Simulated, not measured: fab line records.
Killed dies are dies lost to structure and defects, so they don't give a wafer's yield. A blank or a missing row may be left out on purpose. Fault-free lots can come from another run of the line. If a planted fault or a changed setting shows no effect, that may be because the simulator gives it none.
Split-lot study || flow n5_finfet || 21 wafers read across 7 lots, on a route 1938 steps long

== THE SPLIT ITSELF ==
At N5_BEOL_M0_SAQP_MANDREL_ETCH_20 (etches a-Si in HBr/Cl2, stops on SiNx, target depth 60 nm, bt time 10 s, time 30 s), the setting bias_w was moved away from the recipe's 75 W on 5 of the 21 wafers read, by +12.1% to +15.6%. All remaining wafers had this setting at the recipe value.

The reading comes from the split's own step.

== THE READING ==
SOC_of_BEOL_M0_SAQP_COAT_81.thk_nm (the simulator's own value, which no gauge read), in nm, at N5_BEOL_M0_SAQP_MANDREL_ETCH_20 (etches a-Si in HBr/Cl2, stops on SiNx, target depth 60 nm, bt time 10 s, time 30 s). No usual value for it is given in the file. Average 76.0 nm, standard deviation 0.63 nm, over the 16 wafers here run with the recipe.

{"wafer": "L074.1", "tool, chamber at the split": "rie_si-06, 0", "bias_w as run, W": 84.41, "against the recipe": "+12.5%", "SOC_of_BEOL_M0_SAQP_COAT_81.thk_nm, nm": 74.6, "against lot-mates on the recipe": -1.8}
{"wafer": "L074.3", "tool, chamber at the split": "rie_si-06, 2", "bias_w as run, W": 75, "against the recipe": "recipe", "SOC_of_BEOL_M0_SAQP_COAT_81.thk_nm, nm": 76.8, "against lot-mates on the recipe": "-"}
{"wafer": "L074.4", "tool, chamber at the split": "rie_si-06, 3", "bias_w as run, W": 75, "against the recipe": "recipe", "SOC_of_BEOL_M0_SAQP_COAT_81.thk_nm, nm": 76, "against lot-mates on the recipe": "-"}
{"wafer": "L075.3", "tool, chamber at the split": "rie_si-03, 3", "bias_w as run, W": 86.68, "against the recipe": "+15.6%", "SOC_of_BEOL_M0_SAQP_COAT_81.thk_nm, nm": 75, "against lot-mates on the recipe": -1.4}
{"wafer": "L075.4", "tool, chamber at the split": "rie_si-03, 1", "bias_w as run, W": 86.68, "against the recipe": "+15.6%", "SOC_of_BEOL_M0_SAQP_COAT_81.thk_nm, nm": 74.2, "against lot-mates on the recipe": -2.2}
{"wafer": "L075.5", "tool, chamber at the split": "rie_si-03, 2", "bias_w as run, W": 75, "against the recipe": "recipe", "SOC_of_BEOL_M0_SAQP_COAT_81.thk_nm, nm": 76.4, "against lot-mates on the recipe": "-"}
{"wafer": "L085.1", "tool, chamber at the split": "rie_si-03, 3", "bias_w as run, W": 75, "against the recipe": "recipe", "SOC_of_BEOL_M0_SAQP_COAT_81.thk_nm, nm": 76.2, "against lot-mates on the recipe": "-"}
{"wafer": "L085.2", "tool, chamber at the split": "rie_si-03, 1", "bias_w as run, W": 75, "against the recipe": "recipe", "SOC_of_BEOL_M0_SAQP_COAT_81.thk_nm, nm": 75.6, "against lot-mates on the recipe": "-"}
{"wafer": "L085.6", "tool, chamber at the split": "rie_si-03, 0", "bias_w as run, W": 75, "against the recipe": "recipe", "SOC_of_BEOL_M0_SAQP_COAT_81.thk_nm, nm": 75.2, "against lot-mates on the recipe": "-"}
{"wafer": "L091.4", "tool, chamber at the split": "rie_si-01, 3", "bias_w as run, W": 75, "against the recipe": "recipe", "SOC_of_BEOL_M0_SAQP_COAT_81.thk_nm, nm": 76.6, "against lot-mates on the recipe": "-"}
{"wafer": "L091.5", "tool, chamber at the split": "rie_si-01, 3", "bias_w as run, W": 75, "against the recipe": "recipe", "SOC_of_BEOL_M0_SAQP_COAT_81.thk_nm, nm": 76.8, "against lot-mates on the recipe": "-"}
{"wafer": "L091.6", "tool, chamber at the split": "rie_si-01, 0", "bias_w as run, W": 75, "against the recipe": "recipe", "SOC_of_BEOL_M0_SAQP_COAT_81.thk_nm, nm": 76.4, "against lot-mates on the recipe": "-"}
{"wafer": "L092.2", "tool, chamber at the split": "rie_si-03, 1", "bias_w as run, W": 75, "against the recipe": "recipe", "SOC_of_BEOL_M0_SAQP_COAT_81.thk_nm, nm": 75.2, "against lot-mates on the recipe": "-"}
{"wafer": "L092.3", "tool, chamber at the split": "rie_si-03, 2", "bias_w as run, W": 75, "against the recipe": "recipe", "SOC_of_BEOL_M0_SAQP_COAT_81.thk_nm, nm": 75.6, "against lot-mates on the recipe": "-"}
{"wafer": "L092.4", "tool, chamber at the split": "rie_si-03, 0", "bias_w as run, W": 75, "against the recipe": "recipe", "SOC_of_BEOL_M0_SAQP_COAT_81.thk_nm, nm": 75, "against lot-mates on the recipe": "-"}
{"wafer": "L093.1", "tool, chamber at the split": "rie_si-03, 0", "bias_w as run, W": 84.07, "against the recipe": "+12.1%", "SOC_of_BEOL_M0_SAQP_COAT_81.thk_nm, nm": 73.6, "against lot-mates on the recipe": -1.4}
{"wafer": "L093.3", "tool, chamber at the split": "rie_si-03, 3", "bias_w as run, W": 75, "against the recipe": "recipe", "SOC_of_BEOL_M0_SAQP_COAT_81.thk_nm, nm": 75, "against lot-mates on the recipe": "-"}
{"wafer": "L093.5", "tool, chamber at the split": "rie_si-03, 0", "bias_w as run, W": 84.07, "against the recipe": "+12.1%", "SOC_of_BEOL_M0_SAQP_COAT_81.thk_nm, nm": 73.8, "against lot-mates on the recipe": -1.2}
{"wafer": "L095.2", "tool, chamber at the split": "rie_si-01, 0", "bias_w as run, W": 75, "against the recipe": "recipe", "SOC_of_BEOL_M0_SAQP_COAT_81.thk_nm, nm": 76.4, "against lot-mates on the recipe": "-"}
{"wafer": "L095.6", "tool, chamber at the split": "rie_si-01, 0", "bias_w as run, W": 75, "against the recipe": "recipe", "SOC_of_BEOL_M0_SAQP_COAT_81.thk_nm, nm": 76.4, "against lot-mates on the recipe": "-"}
{"wafer": "L095.5", "tool, chamber at the split": "rie_si-01, 3", "bias_w as run, W": 75, "against the recipe": "recipe", "SOC_of_BEOL_M0_SAQP_COAT_81.thk_nm, nm": 76.6, "against lot-mates on the recipe": "-"}

THE FIT
A straight line over all 21 wafers: SOC_of_BEOL_M0_SAQP_COAT_81.thk_nm changes by -0.124 nm for each +1% of bias_w; r = -0.75; the points scatter about the line by 0.67 nm.
The same after taking each lot's own level away (the mean of its wafers on the recipe; 21 wafers): -0.118 nm for each +1%; r = -0.93; scatter 0.29 nm.
The reading moves by 1.8 nm for the largest change in bias_w, on that fit.
The lots' own levels span 75.00 to 76.60 nm, that is 2.6 times the standard deviation above.
So the lot-to-lot level blurs the effect unless lot-mates are compared.
Check: with one of the wafers moved furthest among these (+15.6%) left out of the fit, the line predicts -1.99 nm for it against its lot-mates. Against them it came out at -1.4 nm.

== OTHER SPLITS ON THESE WAFERS ==
Note: prior to the reading, these wafers also went through further splits. Each is held against what the fit with the lots' levels taken away leaves over:
{"other split on the same wafers": "N5_SD_EPI_N_EPI_21 temp_c", "wafers away from the commonest value": 11, "r with SOC_of_BEOL_M0_SAQP_COAT_81.thk_nm (lot level and that fit taken away)": "+0.14"}
{"other split on the same wafers": "N5_SD_EPI_N_PRECLEAN_49 time_s", "wafers away from the commonest value": 7, "r with SOC_of_BEOL_M0_SAQP_COAT_81.thk_nm (lot level and that fit taken away)": "+0.16"}
{"other split on the same wafers": "N5_SDB_COAT_05 spin_rpm", "wafers away from the commonest value": 9, "r with SOC_of_BEOL_M0_SAQP_COAT_81.thk_nm (lot level and that fit taken away)": "+0.03"}
{"other split on the same wafers": "N5_SDB_ALD_29 ald_cycles", "wafers away from the commonest value": 4, "r with SOC_of_BEOL_M0_SAQP_COAT_81.thk_nm (lot level and that fit taken away)": "+0.03"}
{"other split on the same wafers": "N5_HKMG_FIN_PEB_10 peb_time_s", "wafers away from the commonest value": 7, "r with SOC_of_BEOL_M0_SAQP_COAT_81.thk_nm (lot level and that fit taken away)": "+0.08"}
{"other split on the same wafers": "N5_HKMG_FIN_ETCH_35 source_w", "wafers away from the commonest value": 7, "r with SOC_of_BEOL_M0_SAQP_COAT_81.thk_nm (lot level and that fit taken away)": "+0.33"}
{"other split on the same wafers": "N5_MOL_CONTACT_COAG_ETCH_105 bias_w", "wafers away from the commonest value": 6, "r with SOC_of_BEOL_M0_SAQP_COAT_81.thk_nm (lot level and that fit taken away)": "+0.11"}
{"other split on the same wafers": "N5_MOL_CONTACT_COAG_ETCH_15 source_w", "wafers away from the commonest value": 5, "r with SOC_of_BEOL_M0_SAQP_COAT_81.thk_nm (lot level and that fit taken away)": "+0.31"}
{"other split on the same wafers": "N5_MOL_CONTACT_COAG_ETCHBACK_135 time_s", "wafers away from the commonest value": 7, "r with SOC_of_BEOL_M0_SAQP_COAT_81.thk_nm (lot level and that fit taken away)": -0.26}
{"other split on the same wafers": "N5_MOL_CONTACT_COAG_COAT_64 spin_rpm", "wafers away from the commonest value": 10, "r with SOC_of_BEOL_M0_SAQP_COAT_81.thk_nm (lot level and that fit taken away)": -0.14}

== THE FILE'S OWN FIT ==
SOC_of_BEOL_M0_SAQP_COAT_81.thk_nm changes by -0.121 nm for each +1% of bias_w, r = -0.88.
